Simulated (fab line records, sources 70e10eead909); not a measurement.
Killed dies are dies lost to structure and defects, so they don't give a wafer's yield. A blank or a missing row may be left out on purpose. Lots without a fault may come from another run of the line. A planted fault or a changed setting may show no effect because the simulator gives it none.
fab line records | flow nand_harc
record lots=5 wafers=15 last_day=25
route steps=1159 shown P_ZERO_WELL@68 P_STI@69
lots that met no fault: from a run of the same line without faults
start_h: hours from the record's first day to the start of the lot's first wafer shown | wait_h: hours since the lot's step before | " the same as in the row above | L1.1+2: a row that stands for several wafers | - no value, or no start given | * or withheld: withheld | < > ~ a bound
route shown NAME@n: a module of which the file shows steps, and the number in the route of the first | usual: mean/standard deviation of fault-free wafers | same: alike in all rows | chamber/n: place in a boat | sites: the reading at each site | _std_site: their standard deviation | _edge_site: outer sites' mean less inner sites' | radius_mm: how far each site lies from the wafer's centre | mask NAME#n: copy n | behind: the tool/chamber that last shaped the wafer | hold: why the lot was held/for how many hours/how that ended | device: the transistor (n, p or np) that didn't switch | end of line: the same wafers' tests at the end of the route | a step without rows: its recipe alone | killed: dies lost to structure and defects at the first sort, not the wafer's yield | map: a wafer's dies, x killed, . not, _ none there
set.NAME: the setting as run; set.NAME@STEP: as run at that earlier step | model.NAME: the simulator's own value behind a step, which no gauge read
lots at some steps of the route; a table a step, a row a wafer
services: from which hour (start_h, from the record's first day; less than 0 if before it) a tool's chamber was out of use, for how many hours, and why
## steps
# step NHARC_P_ZERO_WELL_INSPECT_43
# usual raw_defect_count=15/6.9
# columns lot.wafer tool chamber start_h wait_h raw_defect_count
L911.1 defect_inspect-01 - 37.59 0.6 19
L911.2 " - " " 9
L911.5 " - " " 18
L912.1 defect_inspect-01 - 43.68 0.6 19
L912.3 " - " " 5
L912.4 " - " " 11
L920.4 defect_inspect-01 - 91.51 0.2 12
L920.5 " - " " 16
L920.6 " - " " 11
L921.2 defect_inspect-02 - 97.66 0.5 8
L921.3 " - " " 12
L921.6 " - " " 13
L931.1 defect_inspect-01 - 157.67 0.6 10
L931.4 " - " " 16
L931.6 " - " " 11
# step NHARC_P_STI_ETCH_26
# recipe target_depth_a=110 chemistry=dHF material=SiO2
# step NHARC_P_STI_PRECLEAN_27
# recipe time_s=* temp_c=50 bath_age_min=0 chemistry=SC1
# step NHARC_P_STI_SRD_28
# step NHARC_P_STI_OXIDE_29
# recipe target_thk_a=100 temp_c=900 ox_time_s=1362 material=SiO2
# step NHARC_P_STI_HM_DEP_30
# recipe target_thk_a=800 temp_c=790 pressure_mtorr=300 time_s=873 material=Si3N4
# step NHARC_P_STI_DEHYDRATE_01
# recipe temp_c=150 time_s=120
# step NHARC_P_STI_HMDS_02
# recipe time_s=30
# step NHARC_P_STI_COAT_41
# recipe temp_c=200 time_s=65
# step NHARC_P_STI_COAT_03
# recipe spin_rpm=2000 resist_thk_nm=600
# step NHARC_P_STI_SOFTBAKE_04
# recipe temp_c=125 time_s=70
# step NHARC_P_STI_EBR_05
# step NHARC_P_STI_EXPOSE_06
# recipe na=0.55 target_cd_nm=200 dose_mj=37.69 mask_id=P_STI
# columns lot.wafer tool chamber start_h wait_h mask
L911.1+2+5 krf_scanner-04 0 54.01 - P_STI#0
L912.1+3+4 krf_scanner-02 0 62.62 - P_STI#0
L920.4+5+6 krf_scanner-02 0 106.72 - P_STI_R1#0
L921.2+3+6 krf_scanner-02 0 117.25 - P_STI#0
L931.1+4+6 krf_scanner-04 0 175.48 - P_STI#0
# step NHARC_P_STI_PEB_07
# recipe peb_temp_c=128 peb_time_s=80
# step NHARC_P_STI_DEVELOP_08
# recipe time_s=50 dev_temp_c=22
# step NHARC_P_STI_CD_MEAS_09
# recipe target_cd_nm=200 landing_energy_ev=500
# usual cd_nm=199.8/2.9
# columns lot.wafer tool chamber start_h wait_h cd_nm
L911.1 cd_sem-03 0 54.16 - 197.8
L911.2 " 0 " " 198.2
L911.5 " 0 " " 200.7
L912.1 cd_sem-02 0 62.78 - 196.5
L912.3 " 0 " " 198.4
L912.4 " 0 " " 197.0
L920.4 cd_sem-03 0 106.86 - 233.5
L920.5 " 0 " " 233.2
L920.6 " 0 " " 231.4
L921.2 cd_sem-03 0 117.39 - 199.6
L921.3 " 0 " " 200.0
L921.6 " 0 " " 202.8
L931.1 cd_sem-03 0 175.63 - 203.3
L931.4 " 0 " " 203.9
L931.6 " 0 " " 198.0
# step NHARC_P_STI_OVL_MEAS_10
# usual overlay_x_nm=1/6.1 overlay_y_nm=0/7.6
# columns lot.wafer tool chamber start_h wait_h overlay_x_nm overlay_y_nm
L911.1 overlay-02 - 54.25 - -11 10
L911.2 " - " " -11 10
L911.5 " - " " -11 10
L912.1 overlay-02 - 62.87 - 4 5
L912.3 " - " " 4 4
L912.4 " - " " 4 4
L920.4 overlay-01 - 106.94 - 5 0
L920.5 " - " " 4 -1
L920.6 " - " " 5 -1
L921.2 overlay-01 - 117.49 - -5 -10
L921.3 " - " " -5 -9
L921.6 " - " " -5 -9
L931.1 overlay-02 - 175.72 - 6 -3
L931.4 " - " " 6 -3
L931.6 " - " " 6 -4
# step NHARC_P_STI_INSPECT_11
# usual raw_defect_count=6/3.2
# columns lot.wafer tool chamber start_h wait_h raw_defect_count
L911.1 defect_inspect-02 - 54.29 0.0 15
L911.2 " - " " 5
L911.5 " - " " 13
L912.1 defect_inspect-01 - 62.91 0.0 10
L912.3 " - " " 7
L912.4 " - " " 5
L920.4 defect_inspect-01 - 106.98 0.0 5
L920.5 " - " " 5
L920.6 " - " " 4
L921.2 defect_inspect-02 - 117.53 0.0 17
L921.3 " - " " 4
L921.6 " - " " 5
L931.1 defect_inspect-01 - 175.75 0.0 1
L931.4 " - " " 8
L931.6 " - " " 2
# step NHARC_P_STI_HARDBAKE_13
# recipe temp_c=118 time_s=65
# step NHARC_P_STI_DESCUM_14
# recipe time_s=3 o2_flow_sccm=200 ar_flow_sccm=0 bias_power_w=0 chemistry=O2
# usual chamber_pressure_mTorr=60.00/0.052 drypump_motor_current_A=5.74/0.29 oes_product_au=1.005/0.0094 rf_vpp_V=57.9/0.93 showerhead_plenum_p_Torr=1.95/0.075 throttle_valve_pct=11.311/0.0084
# columns lot.wafer tool chamber start_h wait_h chamber_pressure_mTorr drypump_motor_current_A oes_product_au rf_hours_counter_h rf_vpp_V showerhead_plenum_p_Torr throttle_valve_pct model.P_STI.cd_nm
L911.1 rie_diel-13 3 54.42 - 59.89 5.63 1.017 3.7 58.7 2.05 11.312 197.8
L911.2 " 1 " " 60.07 6.19 1.002 3.6 56.9 1.99 11.302 198.5
L911.5 " 3 " " 59.92 5.62 1.017 - 56.8 2.05 11.306 200.5
L912.1 rie_diel-08 0 63.05 - 60.02 6.06 1.005 5.0 56.0 1.89 11.294 197
L912.3 " 1 " " 59.94 5.62 0.984 5.0 57.3 1.86 11.312 198
L912.4 " 2 " " 59.98 5.78 0.987 5.3 57.8 2.06 11.302 197.8
L920.4 rie_diel-08 3 107.11 - 60.06 5.42 1.005 8.3 56.3 1.82 11.311 233.7
L920.5 " 3 " " 60.03 5.44 1.004 - 58.7 1.82 11.324 232.4
L920.6 " 0 " " 60.01 6.04 1.004 - 57.7 1.88 11.303 231.6
L921.3 rie_diel-01 2 117.66 - 60.07 5.37 1.015 3.7 57.1 2.05 11.313 199.7
L921.2 " 1 " " 60.06 6.04 1.000 3.7 57.4 1.94 11.314 199.9
L921.6 " 3 " " 59.99 6.17 1.004 - 57.5 1.89 11.320 202.6
L931.4 rie_diel-01 0 175.91 - 60.05 5.42 0.998 0.6 58.0 1.87 11.300 204
L931.1 " 2 " " 59.92 5.36 0.996 0.6 58.2 2.05 11.323 202.4
L931.6 " 0 " " 59.97 5.43 0.994 - 58.0 1.87 11.329 198
# step NHARC_P_STI_ETCH_42
# recipe target_depth_a=800 overetch_a=240 time_s=61 ion_energy_ev=200 n2_flow_sccm=150 h2_flow_sccm=150 ar_flow_sccm=0 rf_w=400 bias_w=150 chemistry=N2/H2
# usual chamber_pressure_mTorr=30.000/0.027 drypump_motor_current_A=5.75/0.29 oes_product_au=1.005/0.0098 rf_vpp_V=431.5/2.4 showerhead_plenum_p_Torr=2.08/0.08 throttle_valve_pct=14.170/0.011
# columns lot.wafer tool chamber start_h wait_h chamber_pressure_mTorr drypump_motor_current_A oes_product_au rf_hours_counter_h rf_vpp_V showerhead_plenum_p_Torr throttle_valve_pct
L911.1 rie_diel-13 1 54.51 0.1 30.045 6.18 0.993 3.6 433.9 2.12 14.162
L911.2 " 2 " " 29.989 5.50 1.015 3.7 430.7 2.09 14.161
L911.5 " 1 " " 30.044 6.17 0.995 - 432.7 2.12 14.178
L912.1 rie_diel-08 1 63.13 0.1 29.973 5.57 0.987 5.0 430.0 1.98 14.180
L912.4 " 2 " " 30.009 5.77 1.002 5.3 435.1 2.20 14.161
L912.3 " 3 " " 29.985 5.41 0.999 5.4 427.4 1.94 14.174
L920.4 rie_diel-08 3 107.21 0.1 29.969 5.41 1.013 8.3 428.2 1.94 14.173
L920.6 " 0 " " 29.997 6.08 1.010 - 429.4 2.01 14.171
L920.5 " 1 " " 29.983 5.57 0.999 - 429.4 1.98 14.172
L921.3 rie_diel-01 1 117.77 0.1 29.988 6.04 0.989 3.7 431.7 2.07 14.182
L921.2 " 3 " " 30.002 6.15 0.999 3.8 429.3 2.02 14.161
L921.6 " 2 " " 29.963 5.37 1.003 - 433.5 2.19 14.163
L931.4 rie_diel-01 1 175.99 0.1 30.003 6.03 1.017 0.7 430.6 2.06 14.154
L931.1 " 2 " " 30.015 5.36 1.008 0.6 434.0 2.19 14.173
L931.6 " 0 " " 29.944 5.41 0.996 - 429.8 1.99 14.175
# step NHARC_P_STI_ETCH_31
# recipe target_depth_a=1089 time_s=54.5 cf4_flow_sccm=100 chf3_flow_sccm=30 ar_flow_sccm=0 rf_w=500 bias_w=200 chemistry=CF4/CHF3
# usual chamber_pressure_mTorr=24.999/0.024 drypump_motor_current_A=5.74/0.29 oes_product_au=0.967/0.017 rf_vpp_V=371.6/2.1 showerhead_plenum_p_Torr=1.60/0.057 throttle_valve_pct=16.802/0.0096
# columns lot.wafer tool chamber start_h wait_h chamber_pressure_mTorr drypump_motor_current_A oes_product_au rf_hours_counter_h rf_vpp_V showerhead_plenum_p_Torr throttle_valve_pct
L911.2 rie_diel-13 3 - - 25.024 5.63 0.943 3.7 375.3 1.68 16.796
L911.1 " 2 " " 24.976 5.49 0.939 3.7 372.1 1.61 16.798
L911.5 " 0 " " 25.008 5.68 0.944 - 371.3 1.59 16.806
L912.1 rie_diel-08 1 - - 24.990 5.55 0.973 5.0 370.3 1.53 16.801
L912.3 " 2 " " 24.992 5.78 0.966 5.4 375.6 1.69 16.802
L912.4 " 3 " " 25.046 5.39 0.965 5.4 368.8 1.50 16.811
L920.4 rie_diel-08 0 - - 24.982 6.08 0.956 7.7 368.7 1.55 16.819
L920.6 " 3 " " 24.996 5.41 0.949 - 368.0 1.50 16.806
L920.5 " 0 " " 25.003 6.07 0.944 - 368.8 1.55 16.810
L921.3 rie_diel-01 2 - - 24.989 5.37 0.928 3.7 374.2 1.68 16.801
L921.2 " 3 " " 25.010 6.16 0.921 3.8 368.5 1.56 16.811
L921.6 " 2 " " 25.024 5.35 0.937 - 375.2 1.68 16.817
L931.1 rie_diel-01 1 - - 25.018 6.03 0.984 0.7 371.9 1.59 16.793
L931.4 " 3 " " 24.963 6.14 0.938 0.6 368.7 1.56 16.786
L931.6 " 0 " " 25.033 5.40 0.946 - 369.0 1.54 16.798
# step NHARC_P_STI_ETCH_15
# recipe target_depth_a=3000 taper_deg=4 time_s=100.1 hbr_flow_sccm=150 cl2_flow_sccm=50 rf_w=400 icp_w=400 bias_w=100 chemistry=HBr/Cl2
# usual chamber_pressure_mTorr=15.001/0.014 drypump_motor_current_A=5.8/0.41 mfc_cl2_sccm=49.99/0.16 oes_product_au=0.996/0.016 throttle_valve_pct=26.405/0.0099
# columns lot.wafer tool chamber start_h wait_h chamber_pressure_mTorr drypump_motor_current_A mfc_cl2_sccm oes_product_au rf_hours_counter_h throttle_valve_pct model.P_STI.cd_nm
L911.1 rie_si-03 3 54.70 - 15.013 5.5 50.15 0.983 0.6 26.406 197.2
L911.2 " 2 " " 14.976 5.3 50.20 0.993 0.6 26.404 198.2
L911.5 " 3 " " 14.995 5.5 50.12 0.998 - 26.416 199.8
L912.4 rie_si-03 2 63.32 - 15.024 5.3 50.05 0.992 0.6 26.401 197.6
L912.1 " 0 " " 15.010 5.4 50.09 0.961 0.8 26.402 196.9
L912.3 " 1 " " 15.005 6.2 49.91 1.008 0.7 26.410 197.7
L920.4 rie_si-02 3 107.41 - 14.987 5.6 49.96 0.988 0.5 26.415 233.5
L920.6 " 1 " " 14.997 5.7 49.89 0.986 - 26.414 230.1
L920.5 " 2 " " 14.980 5.9 50.22 1.010 - 26.398 231
L921.2 rie_si-02 1 117.98 - 15.018 5.7 50.08 0.987 0.7 26.379 199.7
L921.3 " 0 " " 15.005 6.1 49.94 0.993 0.6 26.392 199.1
L921.6 " 1 " " 14.992 5.7 50.13 0.975 - 26.402 202.7
L931.1 rie_si-02 0 176.17 - 15.014 6.1 50.02 1.004 1.0 26.404 202.5
L931.4 " 1 " " 14.996 5.7 49.97 0.986 1.1 26.420 202.9
L931.6 " 1 " " 14.990 5.7 49.78 0.981 - 26.403 197.7
# step NHARC_P_STI_CD_MEAS_16
# usual cd_nm=199/3
# columns lot.wafer tool chamber start_h wait_h cd_nm
L911.1 cd_sem-03 - 54.86 - 197
L911.2 " - " " 198
L911.5 " - " " 200
L912.1 cd_sem-02 - 63.48 - 197
L912.3 " - " " 198
L912.4 " - " " 198
L920.4 cd_sem-01 - 107.55 - 234
L920.5 " - " " 231
L920.6 " - " " 230
L921.2 cd_sem-01 - 118.14 - 200
L921.3 " - " " 199
L921.6 " - " " 202
L931.1 cd_sem-03 - 176.34 - 202
L931.4 " - " " 203
L931.6 " - " " 198
# step NHARC_P_STI_OCD_MEAS_17
# usual trench_depth_nm=299/7.3 trench_foot_cd_nm=157.9/2.9
# columns lot.wafer tool chamber start_h wait_h trench_depth_nm trench_foot_cd_nm
L911.1 ocd-01 - 54.95 0.1 297 156.1
L911.2 " - " " 297 156.5
L911.5 " - " " 300 159.0
L912.1 ocd-01 - 63.57 0.1 282 156.8
L912.3 " - " " 305 155.8
L912.4 " - " " 297 155.5
L920.4 ocd-01 - 107.64 0.1 294 192.1
L920.5 " - " " 306 190.0
L920.6 " - " " 294 190.1
L921.2 ocd-02 - 118.23 0.1 292 159.4
L921.3 " - " " 300 157.4
L921.6 " - " " 290 162.6
L931.1 ocd-02 - 176.42 0.1 306 160.8
L931.4 " - " " 296 162.9
L931.6 " - " " 293 157.5
# step NHARC_P_STI_STRIP_19
# recipe time_s=900 temp_c=130 chemistry=SPM
## services
# columns tool chamber start_h hours kind
rie_diel-08 0 30.32 - clean
rie_diel-08 1 30.32 - clean
rie_diel-08 2 30.32 - clean
rie_diel-08 3 30.32 - clean
rie_si-02 - 34.00 9.0 pm
krf_scanner-02 - 38.00 4.0 pm
rie_diel-01 0 43.30 - clean
rie_diel-01 1 43.30 - clean
rie_diel-01 2 43.30 - clean
rie_diel-01 3 43.30 - clean
rie_diel-08 0 54.86 - clean
rie_diel-08 1 54.86 - clean
rie_diel-08 2 54.86 - clean
rie_diel-13 - 99.00 9.0 pm
rie_diel-01 1 99.33 2.6 repair
rie_diel-01 3 113.34 2.7 repair
rie_diel-01 0 113.89 10.6 repair
rie_diel-08 - 124.82 9.0 pm
krf_scanner-04 - 126.00 4.0 pm
rie_diel-01 - 137.80 9.0 pm
krf_scanner-02 - 141.99 0.5 repair
rie_si-03 - 155.00 9.0 pm
rie_diel-08 3 174.32 3.6 repair
rie_diel-08 1 175.28 5.2 repair
## key
first_sign step=NHARC_P_STI_EXPOSE_06 reading=mask direction=changed
effect step=NHARC_P_STI_CD_MEAS_09 reading=cd_nm direction=up sigmas=11 usual=199.8 struck=232.7
effect step=NHARC_P_STI_CD_MEAS_16 reading=cd_nm direction=up sigmas=11 usual=199 struck=232
effect step=NHARC_P_STI_OCD_MEAS_17 reading=trench_foot_cd_nm direction=up sigmas=11 usual=157.9 struck=190.7
model_effect step=NHARC_P_STI_DESCUM_14 value=P_STI.cd_nm without=201.3 struck=232.6
model_effect step=NHARC_P_STI_ETCH_15 value=P_STI.cd_nm without=200.2 struck=231.5
met_at NHARC_P_STI_EXPOSE_06
struck_wafers L920.4,L920.5,L920.6
sort_left_out L920.4,L920.5,L920.6
tester_left_out L920
onset_between 62.62 106.72
fault kind=wrong_mask tool=any chamber=- onset_h=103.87 steps=NHARC_P_STI_EXPOSE_06 aux_copy=P_STI_R1#0 cd_offset_nm=31.323 scope=struck_lots_only
# tester_left_out: of these lots the tester's yield and bins aren't shown, on N5 and GAA mostly nor the transistor test; their killed dies are dies lost to structure and defects alone, not to doping, threshold or leakage, so they don't give the yield
# sort_left_out: the simulated sort isn't trusted on such a fault, so these wafers' sort isn't shown, and their yield isn't known
